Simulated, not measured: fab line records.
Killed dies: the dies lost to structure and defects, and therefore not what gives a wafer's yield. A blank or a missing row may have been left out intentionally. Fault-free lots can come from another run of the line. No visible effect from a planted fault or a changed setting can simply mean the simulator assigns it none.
Chamber matching || flow nandHarc || NHARC_A_STAIRCASE_DEP_280 on pecvd-03 has 3 sister chambers
The step deposits SiON, target thk 30 nm. 3 wafers are shown with their chamber, then 7 later ones without.

== WAFERS WITH THEIR CHAMBER ==
{"wafer": "L079.1", "chamber": 1, "heaterPowerW (W)": 947}
{"wafer": "L082.4", "chamber": 0, "heaterPowerW (W)": 751}
{"wafer": "L083.5", "chamber": 2, "heaterPowerW (W)": 746}

== WAFERS MISSING THEIR CHAMBER ==
{"wafer": "L083.6", "heaterPowerW (W)": 696}
{"wafer": "L090.1", "heaterPowerW (W)": 719}
{"wafer": "L090.3", "heaterPowerW (W)": 924}
{"wafer": "L090.5", "heaterPowerW (W)": 690}
{"wafer": "L095.1", "heaterPowerW (W)": 831}
{"wafer": "L095.4", "heaterPowerW (W)": 838}
{"wafer": "L095.6", "heaterPowerW (W)": 571}

== WHICH CHAMBER EACH WENT THROUGH ==
{"wafer": "L083.6", "from the rows above": "can't be placed: 2 or 0", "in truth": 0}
{"wafer": "L090.1", "from the rows above": "can't be placed: 2 or 0", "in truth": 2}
{"wafer": "L090.3", "from the rows above": "can't be placed: 1 or 0 or 2", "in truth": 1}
{"wafer": "L090.5", "from the rows above": "can't be placed: 2 or 0", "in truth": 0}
{"wafer": "L095.1", "from the rows above": "can't be placed: 0 or 2 or 1", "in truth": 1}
{"wafer": "L095.4", "from the rows above": "can't be placed: 0 or 2 or 1", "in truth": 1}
{"wafer": "L095.6", "from the rows above": "can't be placed: 2 or 0", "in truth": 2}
0 of 7 placed correctly. These rows do not allow placing 7 (true chamber among the candidates in 7). Number placed wrongly: 0.
How it was worked out, from the rows above alone: a wafer's distance from a chamber is the root of the sum, over the readings, of the square of ((its reading less the chamber's mean) divided by the reading's scatter). The wafer belongs to the nearest chamber; if the next one is less than 2 further off, it can't be placed. A chamber's mean is the mean of its shown wafers. The scatter: root of mean squared gap, hidden wafer to nearest shown wafer, with one shown wafer a chamber.
